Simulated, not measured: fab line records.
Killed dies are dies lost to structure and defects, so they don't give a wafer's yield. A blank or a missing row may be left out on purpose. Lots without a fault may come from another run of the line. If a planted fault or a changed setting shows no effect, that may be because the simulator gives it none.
Chamber matching    flow n5 finfet    N5_BEOL_M5_VIA_ETCH_34 on rie diel-01 has 4 sister chambers
The step etches SiCOH lowk in C4F6/O2, target depth 88.3 nm, time 39.2 s. 18 wafers are shown with their chamber, then 9 later ones without.

== EACH WAFER AND ITS CHAMBER ==
wafer   chamber  showerhead plenum p Torr (Torr)  drypump motor current A (A)  throttle valve pct (%)
L075.2  2        2.92                             5.5                          21.13
L075.3  0        2.85                             5.8                          21.18
L075.5  0        2.85                             5.8                          21.20
L078.1  2        2.92                             5.5                          21.16
L078.2  1        2.83                             6.1                          21.15
L078.3  0        2.84                             5.7                          21.20
L079.2  2        2.92                             5.5                          21.15
L079.4  0        2.84                             5.8                          21.20
L079.6  3        2.70                             6.5                          20.91
L082.4  2        2.92                             5.5                          21.15
L082.5  3        2.70                             6.5                          20.92
L082.6  2        2.92                             5.5                          21.16
L083.2  1        2.83                             6.1                          21.19
L083.3  2        2.91                             5.5                          21.18
L083.5  3        2.70                             6.4                          20.93
L088.2  1        2.82                             6.1                          21.20
L088.5  2        2.91                             5.5                          21.18
L088.6  1        2.82                             6.1                          21.21

SIGNATURES (averages over the wafers above)
reading                   chamber 0  chamber 1  chamber 2  chamber 3  scatter within a chamber
showerhead plenum p Torr  2.8450     2.8250     2.9171     2.7000     0.00495
drypump motor current A   5.775      6.100      5.500      6.467      0.0318
throttle valve pct        21.1950    21.1875    21.1586    20.9200    0.0178
Rule: distance of a wafer from a chamber = root of the sum over the readings of ((wafer's reading minus chamber's mean) / reading's scatter) squared. If the next closest chamber is less than 2 further off than the closest, the wafer can't be placed; otherwise it belongs to the closest. The scatter: take each reading less its chamber's mean, square it, sum over the shown wafers, divide by the number of wafers less the number of chambers, and take the root.

== WAFERS MISSING THEIR CHAMBER ==
wafer   showerhead plenum p Torr (Torr)  drypump motor current A (A)  throttle valve pct (%)
L092.4  2.91                             5.5                          21.18
L092.5  2.83                             5.7                          21.24
L092.6  2.82                             6.1                          21.20
L090.2  2.82                             6.0                          21.22
L090.3  2.83                             5.7                          21.26
L090.4  2.83                             5.7                          21.22
L095.1  2.90                             5.5                          21.21
L095.4  2.81                             6.1                          21.22
L095.5  2.90                             5.5                          21.20

== CHAMBER TAKEN BY EACH ==
wafer   from the rows above  in truth
L092.4  2                    2
L092.5  0                    0
L092.6  1                    1
L090.2  1                    1
L090.3  0                    0
L090.4  0                    0
L095.1  2                    2
L095.4  1                    1
L095.5  2                    2
9 of 9 placed correctly. From these rows, 0 cannot be placed. Wrongly placed: 0.
